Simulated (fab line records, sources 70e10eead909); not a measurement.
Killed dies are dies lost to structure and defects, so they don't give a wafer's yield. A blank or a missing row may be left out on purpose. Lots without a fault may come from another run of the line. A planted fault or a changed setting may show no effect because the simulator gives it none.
One fault seen from 2 desks | flow nand_harc | each desk has only its own numbers; what lay behind them comes last

THE METROLOGY DESK
What the gauges read, lot by lot, whatever tool the lot ran on: means of the sampled wafers that have a number. A lot is out of limits, marked OUT, if its mean lies more than 4 standard deviations from the usual mean; the brackets give that distance.
Columns: A = thk_nm at NHARC_P_M0_THK_MEAS_24, usual 117.5 nm; B = overlay_x_nm at NHARC_P_M2_OVL_MEAS_10, usual -0.2 nm; C = overlay_y_nm at NHARC_P_M2_OVL_MEAS_10, usual 0.2 nm
lot  | first seen here | A     | B    | C
L648 | day 6 00:02     | 117.9 | 0.2  | 0.3
L649 | day 6 09:43     | 117.5 | -0.9 | 1.2
L650 | day 6 14:33     | 118.8 | -0.6 | -1.5
L651 | day 6 17:05     | 117.8 | 0.5  | 0.5
L653 | day 7 13:03     | 117.7 | 0.4  | 0.9
L655 | day 7 18:04     | 118.2 | -2.4 | 0.4
L656 | day 8 09:35     | 117.0 | -0.7 | 1.7
L658 | day 8 19:23     | 115.5 | -    | -
L659 | day 9 02:02     | 117.5 | -    | -
L660 | day 9 02:44     | 118.5 | -    | -
L667 | day 10 16:28    | 118.1 | 0.2  | 0.6
L668 | day 11 01:01    | 115.4 | -1.6 | -1.0
L669 | day 11 03:38    | 114.7 | 1.3  | -0.0
L670 | day 11 05:31    | 118.3 | 0.6  | 1.7
L671 | day 11 11:59    | 116.4 | 1.0  | -1.7
This desk's finding: nothing out of limits on any of the 15 lots.

THE TOOL OWNER'S DESK: arfi_scanner-03
The tool's own readings at NHARC_P_M2_EXPOSE_06 (exposes mask P M2, target cd 170 nm): means of the sampled wafers that have a number, for each lot that ran on this tool. A lot is out of limits, marked OUT, if its mean lies more than 4 standard deviations from the usual mean; the brackets give that distance.
Columns: A = exposure_dose_mJ_cm2 at NHARC_P_M2_EXPOSE_06, usual 80.71; B = focus_offset_nm at NHARC_P_M2_EXPOSE_06, usual 0.0 nm
lot  | first seen here | A     | B
L648 | day 6 05:36     | 80.68 | -0.3
L669 | day 11 09:16    | 80.70 | -0.1
L670 | day 11 13:16    | 80.70 | 0.6
L671 | day 11 17:37    | 80.70 | 0.2
This desk's finding: nothing out of limits on any of the 4 lots.

PUT TOGETHER
The metrology desk saw nothing out of limits.
The tool owner's desk saw nothing out of limits.

WHAT THE SIMULATOR HAD PUT IN
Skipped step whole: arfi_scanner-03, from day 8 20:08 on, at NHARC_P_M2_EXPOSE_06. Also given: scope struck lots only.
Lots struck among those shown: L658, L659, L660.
